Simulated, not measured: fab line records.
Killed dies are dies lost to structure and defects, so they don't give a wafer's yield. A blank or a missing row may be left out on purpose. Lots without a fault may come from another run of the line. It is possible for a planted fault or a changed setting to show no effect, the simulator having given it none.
Chamber matching + flow n5-finfet + N5_BEOL_M14_DESCUM_15 on rie-diel-04: 4 sister chambers
The step chemistry O2, time 7.9 s. 4 wafers are shown with their chamber, then 7 later ones without.

== WAFERS PAIRED WITH THEIR CHAMBERS ==
| wafer  | chamber | drypump-motor-current-A (A) |
|--------|---------|-----------------------------|
| L079.5 | 3       | 5.8                         |
| L086.5 | 1       | 5.7                         |
| L092.2 | 0       | 5.0                         |
| L092.3 | 2       | 6.8                         |

== WAFERS WITH NO CHAMBER GIVEN ==
| wafer  | drypump-motor-current-A (A) |
|--------|-----------------------------|
| L092.6 | 6.8                         |
| L094.3 | 5.8                         |
| L094.5 | 5.8                         |
| L094.6 | 4.9                         |
| L093.1 | 5.7                         |
| L093.3 | 6.7                         |
| L093.5 | 5.8                         |

== WHICH CHAMBER EACH WENT THROUGH ==
| wafer  | from the rows above     | in truth |
|--------|-------------------------|----------|
| L092.6 | 2                       | 2        |
| L094.3 | can't be placed: 3 or 1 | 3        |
| L094.5 | can't be placed: 3 or 1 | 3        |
| L094.6 | 0                       | 0        |
| L093.1 | can't be placed: 1 or 3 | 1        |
| L093.3 | 2                       | 2        |
| L093.5 | can't be placed: 3 or 1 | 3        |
Correctly placed: 3 of 7. Cannot be placed on the basis of these rows: 4; the candidates contain the true chamber in 4. Wrongly placed: 0.
How it was worked out, from the rows above alone: a wafer's distance from a chamber is the root of the sum, over the readings, of the square of ((its reading less the chamber's mean) divided by the reading's scatter). The wafer belongs to the nearest chamber; if the next one is less than 2 further off, it can't be placed. For every chamber, the mean is computed from those of its wafers that are shown. The scatter: with one shown wafer a chamber, the root of the mean of the squares of how far each hidden wafer lies from its nearest shown one.
